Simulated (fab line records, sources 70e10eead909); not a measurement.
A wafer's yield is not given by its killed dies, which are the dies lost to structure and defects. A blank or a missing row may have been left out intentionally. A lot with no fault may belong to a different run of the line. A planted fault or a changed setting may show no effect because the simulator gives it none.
A lot that was struck, set against a sound lot || flow nandHarc || 19 steps out of a route of 1159
Sound: the wafers L279.1, L279.4, L279.6. Wafers L288.2, L288.5, L288.6 were the ones struck. At the end, the cause is stated.
At each step with rows: each side's tool, then ch and its chambers, then its first start. Under that, the readings that differ: sound wafers || struck wafers || difference of the means || sigmas: that difference in standard deviations of wafers without a fault.
alike: same words and numbers on both sides, and readings whose means sit less than 2 such deviations apart. not compared: any withheld reading, any reading some wafer has no value for, any bound like >300 that may hide the same value, and any number with overlapping values for which the record gives no deviation.
Wherever a step has rows on one side only, a row that says differs or no value, or a row with sigmas, the two part there. Numbers that don't overlap but have no deviation are shown without sigmas and don't part them. A reading missing from all wafers of one side parts the sides only when that side holds two or more wafers.

first, 7 steps without rows for these wafers: NHARC_P_ZERO_WELL_HMDS_45 (time 30 s); NHARC_P_ZERO_WELL_COAT_46; NHARC_P_ZERO_WELL_SOFTBAKE_47 (time 95 s); NHARC_P_ZERO_WELL_EBR_48; NHARC_P_ZERO_WELL_EXPOSE_49 (exposes mask P HVPW, target cd 2000 nm); NHARC_P_ZERO_WELL_PEB_50 (peb time 85 s); NHARC_P_ZERO_WELL_DEVELOP_51 (time 70 s).
NHARC_P_ZERO_WELL_CD_MEAS_52: the cd target is 2000 nm.
  sound on cdSem-03 ch 0, day 3 17:54; struck on cdSem-01 ch 0, day 5 23:37
  alike: cdNm
then, 1 step without rows for these wafers: NHARC_P_ZERO_WELL_HARDBAKE_53 (time 80 s).
NHARC_P_ZERO_WELL_DESCUM_54: chemistry O2, time 3 s.
  sound on rieDiel-04 ch 1,3, day 3 18:04; struck on rieDiel-10 ch 0,3, day 5 23:47
  alike: drypumpMotorCurrentA, oesProductAu, rfVppV, showerheadPlenumPTorr, throttleValvePct
  not compared: rfHoursCounterH
then, 2 steps without rows for these wafers: NHARC_P_ZERO_WELL_IMPLANT_55; NHARC_P_ZERO_WELL_IMPLANT_61.
NHARC_P_ZERO_WELL_STRIP_56: strips in SPM, time 840 s.
  sound on wetBench-01 ch 1,6,7, day 3 18:36; struck on wetBench-05 ch 1,6,7, day 6 00:19
then, 2 steps without rows for these wafers: NHARC_P_ZERO_WELL_PRECLEAN_68 (cleans in SC1, time 60 s); NHARC_P_ZERO_WELL_SRD_69.
NHARC_P_ZERO_WELL_RTA_42: time 300 s.
  sound on rtpAnneal-02 ch 0, day 3 19:02; struck on rtpAnneal-01 ch 0, day 6 00:51
{"reading": "lampPowerPct (%)", "sound": "44 44 44", "struck": "33 33 33", "difference": -11, "sigmas": -2}
  alike: wafer_temp_C_max
NHARC_P_ZERO_WELL_INSPECT_43:
  struck on defectInspect-01, day 6 01:25; sound on defectInspect-01, day 3 20:21
{"reading": "rawDefectCount", "sound": "9 12 12", "struck": "637 628 659", "difference": "+630", "sigmas": "+99 or more"}
then, 1 step without rows for these wafers: NHARC_P_STI_ETCH_26 (etches SiO2 in dHF, target depth 11 nm).
-- break in the record here, with 18 days between the starts of the struck wafers on either side (left off in module P_STI, picked up again in module END, where the first step shown is number 1159 on the route) --
NHARC_END_SORT_01:
  here the record holds rows for the struck wafers (prober-01 ch 0, day 23 15:34) but none for the sound ones

== WHERE THEY PART ==
Last at NHARC_END_SORT_01 as far as this record goes, first at NHARC_P_ZERO_WELL_RTA_42.

WHY: the cause the simulator had injected
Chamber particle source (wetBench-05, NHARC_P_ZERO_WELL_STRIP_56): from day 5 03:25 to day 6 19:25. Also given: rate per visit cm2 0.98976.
